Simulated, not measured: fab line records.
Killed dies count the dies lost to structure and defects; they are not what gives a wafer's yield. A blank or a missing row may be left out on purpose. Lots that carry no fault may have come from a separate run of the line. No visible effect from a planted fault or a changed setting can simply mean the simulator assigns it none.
8D (eight disciplines) problem report, filled in by code	flow nand_harc	the parts of the form that need people (team, actions taken, sign-off) are left out

1. THE ISSUE
Wafers without a fault read 3.9, standard deviation 2.8; killed_at_periphery at NHARC_END_SORT_01 reads a mean of 54.7 on 9 wafers belonging to 3 lots. That is +18 standard deviations from the usual mean.
First observed at day 31 20:59: wafer L774.1, on prober-01. At this step, 18 wafers from 6 lots have a number in the record. By rule, "out" or "out of limits" means more than 4 standard deviations away from the usual mean. Any other wafer with a number is counted as sound.

2. WHAT IT IS; WHAT IT IS NOT
question	is	is not
which readings at this step	killed_at_periphery	killed_at_other, killed_short
which lots	L774, L775, L776	L762, L767, L772
which wafers of those lots	all that have a number	-
read on which gauges	prober-01, prober-02	-
when	from day 31 20:59	up to then (9 sound wafers)

3. SUSPECTS, AND WHAT RULES EACH OUT
Counting: any tool at a process step up to the reading is kept as a suspect provided that every lot that is out went through it and no sound lot did after the first of them.
- the gauge at NHARC_END_SORT_01 is ruled out. 2 gauges (prober-01, prober-02) read the wafers that are out.
- rie_diel-05 at NHARC_P_M2_ETCH_28 (etches the open film in CF4/N2, target depth 30 nm, time 72.99 s): kept. It processed each lot that is out, first L774 at day 13 09:59, and no sound lot thereafter; up to then, the last sound lot it processed was L767 at day 10 08:22.
The count leaves rie_diel-05 at NHARC_P_M2_ETCH_28.

4. THE CAUSE (what the simulator had put in)
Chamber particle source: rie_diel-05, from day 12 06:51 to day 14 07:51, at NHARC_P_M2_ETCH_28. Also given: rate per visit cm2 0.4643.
Only this tool survived the counting.

5. THE CHAIN OF EFFECTS, in route order
Each row: a reading where the mean over the struck wafers with a number is more than 3 standard deviations away from the usual. Only readings whose record carries a usual standard deviation are examined. hours: median over the lots of the time between each lot's start at the first step of this table that gives one and its start at this step. sigmas: the change, counted in usual standard deviations.
hours	step	reading	usual	on struck wafers	change	sigmas
0	NHARC_END_SORT_01	defect_limited_yield	90.9 %	82.4	-8.5	-3.3
0	NHARC_END_SORT_01	killed_at_periphery	3.9	54.7	+50.8	+18
0	NHARC_END_SORT_01	killed_dies	62	119	+57	+3.2

6. HOW IT WOULD HAVE BEEN CAUGHT EARLIER
470 hours passed between the start of the fault at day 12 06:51 and the first reading out of limits at a measuring or inspecting step in this record, taken at day 31 20:59.
An alarm limit of 4 standard deviations would not have fired on the tool readings at NHARC_P_M2_ETCH_28 for which the record gives a usual standard deviation, since none of them was out on any struck wafer.
By day 31 20:59, every lot that is out (3) had started NHARC_P_M2_ETCH_28 on rie_diel-05. A hold on the tool at that time would have spared none of them.
